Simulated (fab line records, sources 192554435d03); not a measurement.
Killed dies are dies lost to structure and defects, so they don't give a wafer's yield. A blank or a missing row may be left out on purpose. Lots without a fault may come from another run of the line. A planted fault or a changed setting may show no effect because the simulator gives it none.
fab line records | flow n5_finfet
record lots=7 wafers=39
route steps=1938 shown ZERO_LAYER@11 FIN_SAQP@96 SD_EPI_P@310 MOL_CONTACT_COAG@581 BEOL_M0_SAQP@676 BEOL_M1@814 BEOL_M3@1008 BEOL_M5@1179 BEOL_M6@1251 BEOL_M9@1440 BEOL_M11@1578 BEOL_M13@1692 PAD_METAL@1896 PASSIVATION@1936
start_h: hours from the record's first day to the start of the lot's first wafer shown | wait_h: hours since the lot's step before | " the same as in the row above | L1.1+2: a row that stands for several wafers | - no value, or no start given | * or withheld: withheld | < > ~ a bound
route shown NAME@n: a module of which the file shows steps, and the number in the route of the first | usual: mean/standard deviation of fault-free wafers | same: alike in all rows | chamber/n: place in a boat | sites: the reading at each site | _std_site: their standard deviation | _edge_site: outer sites' mean less inner sites' | radius_mm: how far each site lies from the wafer's centre | mask NAME#n: copy n | behind: the tool/chamber that last shaped the wafer | hold: why the lot was held/for how many hours/how that ended | device: the transistor (n, p or np) that didn't switch | end of line: the same wafers' tests at the end of the route | a step without rows: its recipe alone | killed: dies lost to structure and defects at the first sort, not the wafer's yield | map: a wafer's dies, x killed, . not, _ none there
set.NAME: the setting as run; set.NAME@STEP: as run at that earlier step | model.NAME: the simulator's own value behind a step, which no gauge read
lots whose settings were changed on purpose; a table a step, a row a wafer
## steps
# step N5_ZERO_LAYER_DEVELOP_10
# recipe develop_time_s=60 rinse_liquid=diw dry=air_spin dev_temp_c=21
# step N5_FIN_SAQP_HM_DEP_03
# recipe material=SiNx target_thk_a=380 temp_c=400 precursor=SiH4/NH3/N2 pressure_torr=1.5 rf_w=300 time_s=33.6
# step N5_SD_EPI_P_ETCHBACK_46
# recipe chemistry=CH3F/O2 mode=anisotropic_etchback target=SiNx target_depth_a=175 stop_on=SiO2 over_etch_frac=0.3 ion_energy_ev=120 pressure_mtorr=30 source_w=395 bias_w=73 Ar_flow_sccm=150 CH3F_flow_sccm=30 O2_flow_sccm=20
# step N5_MOL_CONTACT_COAG_ETCH_91
# recipe chemistry=N2/H2 target=SOC target_depth_a=600 overetch_a=210 mask_material=SiARC temp_c=40 time_s=101.2 ion_energy_ev=200 pressure_mtorr=30 source_w=840 bias_w=150 n2_flow_sccm=200 h2_flow_sccm=200
# step N5_BEOL_M0_SAQP_SPACER2_ALD_26
# recipe material=SiO2 target_thk_a=150 temp_c=300 ald_precursor_family=BDEAS ald_co_reactant=O2-plasma pulse_time_s=1 purge_time_s=2 co_reactant_purge_time_s=2 pressure_torr=2
# step N5_BEOL_M1_SPUTTER_48
# recipe material=Cu target_thk_a=45 temp_c=-20 chamber_pressure_pa=0.07 power_w=withheld time_s=8.29
# step N5_BEOL_M3_SPUTTER_94
# step N5_BEOL_M5_SPUTTER_83
# recipe material=Cu target_thk_a=150 temp_c=-20 chamber_pressure_pa=0.07 power_w=withheld time_s=27.62
# step N5_BEOL_M6_ALD_77
# recipe material=TaN target_thk_a=20 temp_c=275 ald_precursor_family=PDMAT ald_co_reactant=NH3 pressure_torr=3 carrier_flow_sccm=1500 pulse_time_s=2 purge_time_s=3 co_reactant_purge_time_s=2 co_reactant_pulse_time_s=3 ald_cycles=40 precursor_vessel_temp_c=75 precursor_vessel_pressure_torr=26.25 precursor_vessel_carrier_sccm=1000
# step N5_BEOL_M9_ETCH_66
# recipe chemistry=N2/H2 target=SOC target_depth_a=800 overetch_a=160 mask_material=SiARC temp_c=40 time_s=120 ion_energy_ev=200 pressure_mtorr=30 source_w=840 bias_w=150 n2_flow_sccm=200 h2_flow_sccm=200
# step N5_BEOL_M11_TRENCH_ETCH_37
# recipe chemistry=C4F6/O2 target_depth_a=1488.3 target=SiCOH_lowk time_s=48 ion_energy_ev=250 pressure_mtorr=30 source_w=345 bias_w=185 Ar_flow_sccm=300 C4F6_flow_sccm=10 O2_flow_sccm=10
# step N5_BEOL_M13_DESCUM_33
# recipe chemistry=O2 time_s=7.9 source_power_w=50 bias_power_w=20 pressure_mtorr=20 rf_frequency_hz=2.712e+07 temp_c=40 o2_flow_sccm=225
# step N5_PASSIVATION_AL_DEP_21
# recipe material=Al target_thk_a=28000 temp_c=400 time_s=170 power_w=30000 chamber_pressure_pa=0.4 gas=Ar
# step N5_PASSIVATION_PROBE_49
# usual killed_at_M0_to_M3=31/11 killed_dies=101/18 killed_on_rim=13/4 sort_n_pass=1079/18
# columns lot.wafer tool chamber start_h wait_h set.develop_time_s@ZERO_LAYER_DEVELOP_10 set.time_s@FIN_SAQP_HM_DEP_03 set.target_depth_a@SD_EPI_P_ETCHBACK_46 set.time_s@MOL_CONTACT_COAG_ETCH_91 set.target_thk_a@BEOL_M0_SAQP_SPACER2_ALD_26 set.target_thk_a@BEOL_M1_SPUTTER_48 set.target_thk_a@BEOL_M3_SPUTTER_94 set.time_s@BEOL_M5_SPUTTER_83 set.co_reactant_pulse_time_s@BEOL_M6_ALD_77 set.target_depth_a@BEOL_M9_ETCH_66 set.target_depth_a@BEOL_M11_TRENCH_ETCH_37 set.time_s@BEOL_M13_DESCUM_33 set.time_s@PASSIVATION_AL_DEP_21 killed_at_M0_to_M3 killed_dies killed_on_rim sort_n_pass
L077.1 prober-02 - 270.59 0.0 41.92 52.81 143.7 101.2 150 45 59.12 27.62 3 442.7 903.2 9.279 218.2 26 1180 152 0
L077.2 prober-02 - 270.64 0.1 60 33.6 175 155.3 150 45 45 34.81 3 800 903.2 9.279 218.2 40 1180 152 0
L077.3 prober-02 - 270.69 0.1 41.92 33.6 175 155.3 150 45 59.12 27.62 3 800 1488.3 7.9 170 25 106 14 1074
L077.4 prober-02 - 270.74 0.2 41.92 33.6 143.7 101.2 150 45 59.12 34.81 3 442.7 903.2 7.9 170 14 239 46 941
L077.5 prober-02 - 270.79 0.2 60 52.81 143.7 155.3 150 45 45 34.81 3 442.7 1488.3 9.279 170 26 254 75 926
L077.6 prober-02 - 270.84 0.3 60 52.81 175 101.2 150 45 45 27.62 3 800 1488.3 7.9 218.2 28 1180 152 0
L078.1 prober-02 - 281.71 0.0 81.28 33.6 175 132.2 150 45 54.62 27.62 3 800 1488.3 7.9 170 32 87 9 1093
L078.2 prober-02 - 281.76 0.1 81.28 18.4 205.2 132.2 150 26.92 54.62 27.62 1.51 1172 1488.3 7.9 170 28 94 10 1086
L078.3 prober-02 - 281.81 0.1 60 18.4 205.2 101.2 82.24 26.92 45 27.62 3 1172 1488.3 7.9 170 1115 1180 152 0
L078.4 prober-02 - 281.86 0.2 60 18.4 175 101.2 150 26.92 45 14.75 1.51 800 1488.3 7.9 170 43 125 4 1055
L078.5 prober-02 - 281.91 0.2 81.28 33.6 175 101.2 82.24 45 54.62 14.75 1.51 1172 1488.3 7.9 170 1088 1180 152 0
L078.6 prober-02 - 281.96 0.3 60 33.6 205.2 132.2 82.24 45 45 14.75 3 800 1488.3 7.9 170 1101 1180 152 0
L080.1 prober-01 - 289.07 0.0 60 33.6 271.4 101.2 150 45 45 14.84 3 1091 2008 4.173 72.92 33 119 19 1061
L080.2 prober-01 - 289.12 0.1 60 33.6 175 101.2 85.54 30.56 45 27.62 4.651 1091 2008 4.173 170 1120 1180 152 0
L080.3 prober-01 - 289.17 0.1 76.33 33.6 175 101.2 85.54 45 45 14.84 3 800 1488.3 7.9 170 27 1180 152 0
L080.4 prober-01 - 289.22 0.2 60 33.6 271.4 101.2 85.54 45 45 27.62 4.651 800 1488.3 4.173 72.92 31 1180 152 0
L080.5 prober-01 - 289.27 0.2 76.33 33.6 271.4 101.2 150 30.56 45 27.62 3 800 2008 7.9 170 18 67 10 1113
L080.6 prober-01 - 289.32 0.3 76.33 33.6 175 101.2 150 30.56 45 14.84 4.651 1091 1488.3 7.9 72.92 24 1179 152 1
L082.1 prober-02 - 297.76 0.0 48.09 26.04 175 84.54 120.6 68.38 71.48 15.68 3 800 2136 7.9 79.81 32 1180 152 0
L082.2 prober-02 - 297.81 0.1 60 33.6 175 84.54 150 45 71.48 15.68 3 1178 1488.3 7.9 170 29 101 16 1079
L082.3 prober-02 - 297.86 0.1 60 33.6 175 101.2 150 68.38 45 15.68 3 800 1488.3 6.635 170 22 1180 152 0
L082.4 prober-02 - 297.91 0.2 48.09 26.04 175 84.54 150 68.38 45 27.62 3 1178 1488.3 7.9 79.81 27 94 9 1086
L082.5 prober-02 - 297.96 0.2 60 26.04 175 101.2 120.6 45 71.48 27.62 3 1178 2136 6.635 170 39 1180 152 0
L082.6 prober-02 - 298.01 0.3 48.09 33.6 175 101.2 120.6 45 45 27.62 3 800 2136 6.635 79.81 1052 1107 146 73
L084.1 prober-01 - 333.74 0.0 60 33.6 175 101.2 150 45 45 27.62 2.085 800 1488.3 6.7 170 22 89 8 1091
L084.2 prober-01 - 333.79 0.1 60 15.96 220.4 101.2 116.3 45 36.78 12.73 2.085 1270 1488.3 7.9 170 1112 1179 152 1
L084.3 prober-01 - 333.84 0.1 60 33.6 220.4 101.2 150 59.73 36.78 12.73 3 800 1488.3 6.7 170 24 96 13 1084
L084.4 prober-01 - 333.89 0.2 60 33.6 175 154.3 116.3 59.73 36.78 27.62 3 800 1488.3 7.9 170 1105 1180 152 0
L084.5 prober-01 - 333.94 0.2 60 15.96 175 154.3 150 45 45 27.62 3 1270 1488.3 6.7 170 22 81 8 1099
L084.6 prober-01 - 333.99 0.3 60 15.96 220.4 154.3 116.3 59.73 45 12.73 2.085 1270 1488.3 7.9 170 1075 1180 152 0
L094.3 prober-01 - 387.97 0.1 60 33.6 175 101.2 150 45 45 27.62 3 800 1488.3 7.9 170 20 103 8 1077
L094.5 prober-01 - 388.07 0.2 60 33.6 175 101.2 150 45 45 27.62 3 800 1488.3 7.9 170 31 118 16 1062
L094.6 prober-01 - 388.12 0.3 60 33.6 175 101.2 150 45 45 27.62 3 800 1488.3 7.9 170 12 90 19 1090
L096.1 prober-02 - 422.03 0.0 76.64 33.6 175 101.2 150 45 45 27.62 3 800 2164 7.9 85.07 23 99 14 1081
L096.2 prober-02 - 422.08 0.1 60 19.9 175 101.2 150 32.92 58.92 27.62 3.63 800 1488.3 3.41 170 38 116 11 1063
L096.3 prober-02 - 422.13 0.1 76.64 19.9 175 101.2 150 32.92 45 38.07 3 800 1488.3 3.41 85.07 33 98 13 1082
L096.4 prober-02 - 422.18 0.2 60 33.6 175 101.2 150 45 45 38.07 3.63 800 2164 3.41 170 32 109 10 1071
L096.5 prober-02 - 422.23 0.2 76.64 33.6 175 101.2 150 32.92 58.92 38.07 3 800 2164 7.9 170 25 107 12 1073
L096.6 prober-02 - 422.28 0.3 60 19.9 175 101.2 150 45 58.92 27.62 3.63 800 1488.3 7.9 85.07 30 93 13 1087
# killed by level:class
L077.1 PASSIVATION:area_etch=1065 FIN_SAQP:geometric_particle:short=14 FIN_SAQP:geometric_particle:open=14 BEOL_M9:area_etch=12 SD_EPI_P:area_etchback=9 BEOL_M2:geometric_particle:open=8 BEOL_M4:geometric_particle:open=7 BEOL_M0_SAQP:geometric_particle:open=6
L077.2 PASSIVATION:area_etch=1026 FIN_SAQP:geometric_particle:open=32 BEOL_M2:geometric_particle:open=17 MOL_CONTACT_COAG:geometric_particle:open=16 FIN_SAQP:geometric_particle:short=10 BEOL_M2:geometric_particle:short=10 BEOL_M4:geometric_particle:open=10 DUMMY_GATE:geometric_particle:open=8
L077.3 FIN_SAQP:geometric_particle:open=16 MOL_CONTACT_COAG:geometric_particle:open=13 FIN_SAQP:geometric_particle:short=9 SPACER0:geometric_particle:open=6 BEOL_M2:geometric_particle:open=5 STI_FIN_REVEAL:geometric_particle:open=5 BEOL_M0_SAQP:geometric_particle:short=5 BEOL_M4:geometric_particle:open=4
L077.4 SD_EPI_P:area_etchback=87 BEOL_M11:area_ecd=35 FIN_SAQP:geometric_particle:open=22 MOL_CONTACT_COAG:geometric_particle:open=21 FIN_SAQP:geometric_particle:short=13 MOL_CONTACT_COAG:geometric_particle:short=7 BEOL_M9:area_etch=7 BEOL_M2:geometric_particle:open=6
L077.5 SD_EPI_P:area_etchback=134 FIN_SAQP:geometric_particle:open=29 BEOL_M9:area_etch=14 FIN_SAQP:geometric_particle:short=12 BEOL_M2:geometric_particle:open=7 MOL_CONTACT_COAG:geometric_particle:open=5 BEOL_M0_SAQP:geometric_particle:short=5 GATE_CUT:geometric_particle:short=4
L077.6 PASSIVATION:area_etch=1026 FIN_SAQP:geometric_particle:open=48 MOL_CONTACT_COAG:geometric_particle:open=19 FIN_SAQP:geometric_particle:short=16 BEOL_M0:geometric_particle:open=7 GATE_CUT:geometric_particle:short=5 BEOL_M0_SAQP:geometric_particle:short=5 BEOL_M4:geometric_particle:open=5
L078.1 MOL_CONTACT_COAG:geometric_particle:open=10 GATE_CUT:geometric_particle:short=7 BEOL_M0_SAQP:geometric_particle:open=7 FIN_SAQP:geometric_particle:short=6 BEOL_M0_SAQP:geometric_particle:short=6 STARTING-WAFER:geometric_particle:short=6 STI_FIN_REVEAL:geometric_particle:open=5 BEOL_M0:geometric_particle:short=5
L078.2 MOL_CONTACT_COAG:geometric_particle:open=25 BEOL_M2:geometric_particle:open=7 BEOL_M3:geometric_particle:open=6 BEOL_M4:geometric_particle:open=5 STI_FIN_REVEAL:geometric_particle:open=4 GATE_CUT:geometric_particle:open=4 MOL_CONTACT_COAG:geometric_particle:short=4 BEOL_M0_SAQP:geometric_particle:short=4
L078.3 BEOL_M0_SAQP:area_ald=1073 STI_FIN_REVEAL:geometric_particle:open=15 MOL_CONTACT_COAG:geometric_particle:open=13 BEOL_M0_SAQP:geometric_particle:short=10 BEOL_M0_SAQP:geometric_particle:open=8 BEOL_M0:geometric_particle:short=8 FIN_SAQP:geometric_particle:short=7 BEOL_M1:interface_void_opened=6
L078.4 MOL_CONTACT_COAG:geometric_particle:open=23 BEOL_M4:geometric_particle:open=19 BEOL_M3:geometric_particle:open=7 FIN_SAQP:geometric_particle:short=6 BEOL_M1:geometric_particle:open=6 BEOL_M1:geometric_particle:short=5 BEOL_M2:geometric_particle:short=5 MOL_CONTACT_COAG:geometric_particle:short=4
L078.5 BEOL_M0_SAQP:area_ald=1061 MOL_CONTACT_COAG:geometric_particle:open=17 STI_FIN_REVEAL:geometric_particle:open=13 FIN_SAQP:geometric_particle:open=8 FIN_SAQP:geometric_particle:short=7 BEOL_M5:interface_void_opened=7 GATE_CUT:geometric_particle:short=6 DUMMY_GATE:geometric_particle:open=5
L078.6 BEOL_M0_SAQP:area_ald=1051 BEOL_M4:geometric_particle:open=11 BEOL_M0_SAQP:geometric_particle:short=10 FIN_SAQP:geometric_particle:open=7 BEOL_M0_SAQP:geometric_particle:open=7 BEOL_M3:geometric_particle:open=7 BEOL_M5:interface_void_opened=7 BEOL_M2:geometric_particle:open=6
L080.1 MOL_CONTACT_COAG:geometric_particle:open=16 BEOL_M4:geometric_particle:open=12 BEOL_M0_SAQP:geometric_particle:open=11 STI_FIN_REVEAL:geometric_particle:open=8 BEOL_M0_SAQP:geometric_particle:short=7 BEOL_M2:geometric_particle:open=7 FIN_SAQP:geometric_particle:short=5 FIN_SAQP:geometric_particle:open=4
L080.2 BEOL_M0_SAQP:area_ald=1087 STI_FIN_REVEAL:geometric_particle:open=12 BEOL_M0_SAQP:geometric_particle:short=9 DUMMY_GATE:geometric_particle:open=7 BEOL_M0_SAQP:geometric_particle:open=7 STARTING-WAFER:geometric_particle:short=6 BEOL_M2:geometric_particle:open=5 BEOL_M1:geometric_particle:open=4
L080.3 DUMMY_REMOVAL:area_strip=1092 MOL_CONTACT_COAG:geometric_particle:open=9 MOL_CONTACT_COAG:geometric_particle:short=8 BEOL_M0_SAQP:geometric_particle:short=7 FIN_SAQP:geometric_particle:open=6 BEOL_M0_SAQP:geometric_particle:open=6 BEOL_M2:geometric_particle:open=6 BEOL_M5:interface_void_opened=6
L080.4 DUMMY_REMOVAL:area_strip=1092 MOL_CONTACT_COAG:geometric_particle:open=13 BEOL_M3:geometric_particle:open=7 FIN_SAQP:geometric_particle:open=6 BEOL_M0_SAQP:geometric_particle:short=6 BEOL_M2:geometric_particle:open=6 BEOL_M1:geometric_particle:open=5 SPACER0:geometric_particle:short=4
L080.5 MOL_CONTACT_COAG:geometric_particle:open=9 STI_FIN_REVEAL:geometric_particle:open=8 FIN_SAQP:geometric_particle:open=4 MOL_CONTACT_COAG:geometric_particle:short=4 BEOL_M0_SAQP:geometric_particle:short=4 BEOL_M3:geometric_particle:open=4 STARTING-WAFER:geometric_particle:open=4 GATE_CUT:geometric_particle:short=3
L080.6 DUMMY_REMOVAL:area_strip=1099 MOL_CONTACT_COAG:geometric_particle:open=16 BEOL_M5:interface_void_opened=7 BEOL_M0_SAQP:geometric_particle:short=5 MOL_CONTACT_COAG:geometric_particle:short=4 BEOL_M1:geometric_particle:open=4 BEOL_M2:geometric_particle:open=4 BEOL_M2:geometric_particle:short=4
L082.1 DUMMY_REMOVAL:area_strip=1086 STI_FIN_REVEAL:geometric_particle:open=10 BEOL_M3:geometric_particle:open=9 MOL_CONTACT_COAG:geometric_particle:open=7 BEOL_M1:geometric_particle:open=6 STARTING-WAFER:geometric_particle:short=6 FIN_SAQP:geometric_particle:open=5 FIN_SAQP:geometric_particle:short=5
L082.2 STI_FIN_REVEAL:geometric_particle:open=10 FIN_SAQP:geometric_particle:open=8 BEOL_M4:geometric_particle:open=7 BEOL_M3:geometric_particle:open=6 BEOL_M4:geometric_particle:short=6 DUMMY_GATE:geometric_particle:open=5 MOL_CONTACT_COAG:geometric_particle:open=5 BEOL_M1:geometric_particle:open=5
L082.3 DUMMY_REMOVAL:area_strip=1086 STI_FIN_REVEAL:geometric_particle:open=18 MOL_CONTACT_COAG:geometric_particle:open=6 BEOL_M1:geometric_particle:open=6 BEOL_M4:geometric_particle:open=6 STI_FIN_REVEAL:geometric_particle:short=4 GATE_CUT:geometric_particle:short=4 BEOL_M0_SAQP:geometric_particle:open=4
L082.4 MOL_CONTACT_COAG:geometric_particle:open=8 FIN_SAQP:geometric_particle:open=8 BEOL_M3:geometric_particle:open=7 STI_FIN_REVEAL:geometric_particle:open=6 BEOL_M2:geometric_particle:open=6 FIN_SAQP:geometric_particle:short=5 GATE_CUT:geometric_particle:short=5 BEOL_M4:geometric_particle:open=4
L082.5 DUMMY_REMOVAL:area_strip=1069 FIN_SAQP:geometric_particle:short=17 STI_FIN_REVEAL:geometric_particle:open=10 BEOL_M2:geometric_particle:open=9 BEOL_M3:geometric_particle:open=9 MOL_CONTACT_COAG:geometric_particle:open=7 BEOL_M1:geometric_particle:open=7 FIN_SAQP:geometric_particle:open=5
L082.6 BEOL_M0_SAQP:area_ald=1029 FIN_SAQP:geometric_particle:short=9 MOL_CONTACT_COAG:geometric_particle:open=9 BEOL_M2:geometric_particle:open=7 FIN_SAQP:geometric_particle:open=6 BEOL_M4:geometric_particle:open=5 STI_FIN_REVEAL:geometric_particle:open=4 BEOL_M0_SAQP:geometric_particle:open=4
L084.1 MOL_CONTACT_COAG:geometric_particle:open=14 STI_FIN_REVEAL:geometric_particle:open=13 STARTING-WAFER:geometric_particle:open=8 FIN_SAQP:geometric_particle:open=7 BEOL_M3:geometric_particle:open=6 BEOL_M0_SAQP:geometric_particle:open=5 DUMMY_GATE:geometric_particle:open=4 GATE_CUT:geometric_particle:short=3
L084.2 BEOL_M0_SAQP:area_ald=1094 MOL_CONTACT_COAG:geometric_particle:open=13 FIN_SAQP:geometric_particle:open=10 BEOL_M2:geometric_particle:open=9 BEOL_M5:interface_void_opened=8 STI_FIN_REVEAL:geometric_particle:open=6 BEOL_M4:geometric_particle:open=5 SPACER0:geometric_particle:short=4
L084.3 FIN_SAQP:geometric_particle:open=13 MOL_CONTACT_COAG:geometric_particle:open=11 BEOL_M3:geometric_particle:open=11 BEOL_M5:interface_void_opened=8 STI_FIN_REVEAL:geometric_particle:open=7 FIN_SAQP:geometric_particle:short=4 SPACER0:geometric_particle:open=4 FIN_CUT:geometric_particle:short=2
L084.4 BEOL_M0_SAQP:area_ald=1091 MOL_CONTACT_COAG:geometric_particle:open=16 STI_FIN_REVEAL:geometric_particle:open=12 FIN_SAQP:geometric_particle:open=11 MOL_CONTACT_COAG:geometric_particle:short=8 FIN_SAQP:geometric_particle:short=7 BEOL_M2:geometric_particle:open=6 GATE_CUT:geometric_particle:short=3
L084.5 MOL_CONTACT_COAG:geometric_particle:open=17 FIN_SAQP:geometric_particle:open=10 STI_FIN_REVEAL:geometric_particle:open=6 BEOL_M2:geometric_particle:open=6 DUMMY_GATE:geometric_particle:open=5 BEOL_M1:geometric_particle:open=4 GATE_CUT:geometric_particle:short=3 BEOL_M0_SAQP:geometric_particle:short=3
L084.6 BEOL_M0_SAQP:area_ald=1054 MOL_CONTACT_COAG:geometric_particle:open=17 FIN_SAQP:geometric_particle:short=12 FIN_SAQP:geometric_particle:open=9 BEOL_M3:geometric_particle:open=9 MOL_CONTACT_COAG:geometric_particle:short=9 BEOL_M5:interface_void_opened=8 STI_FIN_REVEAL:geometric_particle:open=5
L094.3 STI_FIN_REVEAL:geometric_particle:open=19 FIN_SAQP:geometric_particle:open=9 DUMMY_GATE:geometric_particle:open=8 BEOL_M4:geometric_particle:open=7 FIN_SAQP:geometric_particle:short=6 STI_FIN_REVEAL:geometric_particle:short=6 BEOL_M1:geometric_particle:open=5 BEOL_M2:geometric_particle:open=4
L094.5 STI_FIN_REVEAL:geometric_particle:open=15 BEOL_M4:geometric_particle:open=11 BEOL_M2:geometric_particle:open=8 GATE_CUT:geometric_particle:open=7 MOL_CONTACT_COAG:geometric_particle:open=7 DUMMY_GATE:geometric_particle:open=6 STARTING-WAFER:geometric_particle:open=5 GATE_CUT:geometric_particle:short=5
L094.6 STI_FIN_REVEAL:geometric_particle:open=20 BEOL_M4:geometric_particle:open=13 FIN_SAQP:geometric_particle:short=7 FIN_SAQP:geometric_particle:open=7 STI_FIN_REVEAL:geometric_particle:short=5 BEOL_M2:geometric_particle:short=5 DUMMY_GATE:geometric_particle:open=4 MOL_CONTACT_COAG:geometric_particle:open=4
L096.1 STI_FIN_REVEAL:geometric_particle:open=22 MOL_CONTACT_COAG:geometric_particle:open=17 GATE_CUT:geometric_particle:short=8 BEOL_M0_SAQP:geometric_particle:short=7 FIN_SAQP:geometric_particle:open=6 BEOL_M1:geometric_particle:open=6 BEOL_M0_SAQP:geometric_particle:open=5 MOL_CONTACT_COAG:geometric_particle:short=4
L096.2 STI_FIN_REVEAL:geometric_particle:open=21 BEOL_M0_SAQP:geometric_particle:short=19 BEOL_M0_SAQP:geometric_particle:open=8 DUMMY_GATE:geometric_particle:open=7 GATE_CUT:geometric_particle:short=7 MOL_CONTACT_COAG:geometric_particle:open=6 BEOL_M4:geometric_particle:open=6 BEOL_M0:geometric_particle:open=5
L096.3 FIN_SAQP:geometric_particle:open=13 STI_FIN_REVEAL:geometric_particle:open=9 BEOL_M2:geometric_particle:open=8 BEOL_M0_SAQP:geometric_particle:short=7 BEOL_M0_SAQP:geometric_particle:open=7 DUMMY_GATE:geometric_particle:open=6 FIN_SAQP:geometric_particle:short=5 BEOL_M0:geometric_particle:open=4
L096.4 STI_FIN_REVEAL:geometric_particle:open=21 MOL_CONTACT_COAG:geometric_particle:open=13 BEOL_M2:geometric_particle:open=12 BEOL_M0_SAQP:geometric_particle:open=7 BEOL_M0_SAQP:geometric_particle:short=5 BEOL_M4:geometric_particle:open=5 STARTING-WAFER:geometric_particle:short=5 GATE_CUT:geometric_particle:short=4
L096.5 FIN_SAQP:geometric_particle:open=18 MOL_CONTACT_COAG:geometric_particle:open=12 DUMMY_GATE:geometric_particle:open=9 GATE_CUT:geometric_particle:short=8 BEOL_M0_SAQP:geometric_particle:short=7 BEOL_M1:geometric_particle:open=7 STI_FIN_REVEAL:geometric_particle:open=5 BEOL_M4:geometric_particle:open=5
L096.6 STI_FIN_REVEAL:geometric_particle:open=9 BEOL_M1:geometric_particle:open=9 FIN_SAQP:geometric_particle:open=7 BEOL_M3:geometric_particle:open=7 BEOL_M4:geometric_particle:open=6 MOL_CONTACT_COAG:geometric_particle:open=5 BEOL_M0_SAQP:geometric_particle:short=5 STI_FIN_REVEAL:geometric_particle:short=4
## key
split step=N5_ZERO_LAYER_DEVELOP_10 setting=develop_time_s stated_as=60
response none clear
split step=N5_FIN_SAQP_HM_DEP_03 setting=time_s stated_as=33.6
response none clear
split step=N5_SD_EPI_P_ETCHBACK_46 setting=target_depth_a stated_as=175
response none clear
split step=N5_MOL_CONTACT_COAG_ETCH_91 setting=time_s stated_as=101.2
response none clear
split step=N5_BEOL_M0_SAQP_SPACER2_ALD_26 setting=target_thk_a stated_as=150
response step=N5_PASSIVATION_PROBE_49 reading=killed_on_rim slope=-3.32 per=1% together_with=all explained=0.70
response step=N5_PASSIVATION_PROBE_49 reading=killed_at_M0_to_M3 slope=-19.3 per=1% together_with=all explained=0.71
response step=N5_PASSIVATION_PROBE_49 reading=sort_n_pass slope=+24.9 per=1% together_with=all explained=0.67
response step=N5_PASSIVATION_PROBE_49 reading=killed_dies slope=-24.9 per=1% together_with=all explained=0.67
split step=N5_BEOL_M1_SPUTTER_48 setting=target_thk_a stated_as=45
response none clear
split step=N5_BEOL_M3_SPUTTER_94 setting=target_thk_a stated_as=45
response none clear
split step=N5_BEOL_M5_SPUTTER_83 setting=time_s stated_as=27.62
response none clear
split step=N5_BEOL_M6_ALD_77 setting=co_reactant_pulse_time_s stated_as=3
response none clear
split step=N5_BEOL_M9_ETCH_66 setting=target_depth_a stated_as=800
response none clear
split step=N5_BEOL_M11_TRENCH_ETCH_37 setting=target_depth_a stated_as=1488.3
response none clear
split step=N5_BEOL_M13_DESCUM_33 setting=time_s stated_as=7.9
response none clear
split step=N5_PASSIVATION_AL_DEP_21 setting=time_s stated_as=170
response none clear
